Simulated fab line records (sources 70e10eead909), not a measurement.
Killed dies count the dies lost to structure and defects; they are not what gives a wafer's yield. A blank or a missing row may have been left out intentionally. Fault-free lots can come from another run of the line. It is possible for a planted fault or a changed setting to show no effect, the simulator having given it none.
Chamber matching	flow nandHarc	NHARC_P_ZERO_WELL_ETCH_63 on rieSi-06 has 4 sister chambers
The step etches the open film in HBr/Cl2, target depth 120 nm, time 40.1 s. 14 wafers are shown with their chamber, then 7 later ones without.

WAFERS WITH THEIR CHAMBER
wafer	chamber	drypumpMotorCurrentA (A)	throttleValvePct (%)	oesProductAu (a.u.)
L076.2	0	5.6	26.398	1.002
L076.5	0	5.6	26.397	0.998
L076.6	1	6.6	26.426	1.003
L078.3	3	6.1	26.398	1.009
L078.4	0	5.6	26.410	1.012
L078.5	3	6.1	26.413	1.007
L081.1	1	6.5	26.410	1.012
L081.2	2	5.1	26.420	1.003
L081.6	2	5.1	26.402	1.015
L083.2	0	5.6	26.395	1.001
L083.3	3	6.1	26.397	0.996
L083.4	2	5.1	26.419	0.998
L088.2	0	5.6	26.419	0.996
L088.4	1	6.5	26.390	0.986

SIGNATURES (averages over the wafers above)
reading	chamber 0	chamber 1	chamber 2	chamber 3	scatter within a chamber
drypumpMotorCurrentA	5.600	6.533	5.100	6.100	0.0258
throttleValvePct	26.40380	26.40867	26.41367	26.40267	0.012
oesProductAu	1.00180	1.00033	1.00533	1.00400	0.00867
Rule: a wafer's distance from a chamber is the root of the sum, over the readings, of the square of ((its reading less the chamber's mean) divided by the reading's scatter). The wafer belongs to the nearest chamber; if the next one is less than 2 further off, it can't be placed. How the scatter is found: for the shown wafers, subtract from each reading the mean of its chamber, square and add these, divide the total by (wafers less chambers), then take the root.

WAFERS WITHOUT THEIR CHAMBER
wafer	drypumpMotorCurrentA (A)	throttleValvePct (%)	oesProductAu (a.u.)
L088.5	5.1	26.410	0.994
L091.1	6.6	26.404	0.993
L091.5	5.1	26.404	1.008
L091.6	6.2	26.391	1.000
L092.1	5.6	26.401	0.994
L092.4	6.6	26.401	1.004
L092.6	6.1	26.416	0.991

EACH ONE'S CHAMBER
wafer	from the rows above	in truth
L088.5	2	2
L091.1	1	1
L091.5	2	2
L091.6	3	3
L092.1	0	0
L092.4	1	1
L092.6	3	3
Correctly placed: 7 of 7. Not placeable from these rows: 0. Placed wrongly: 0.
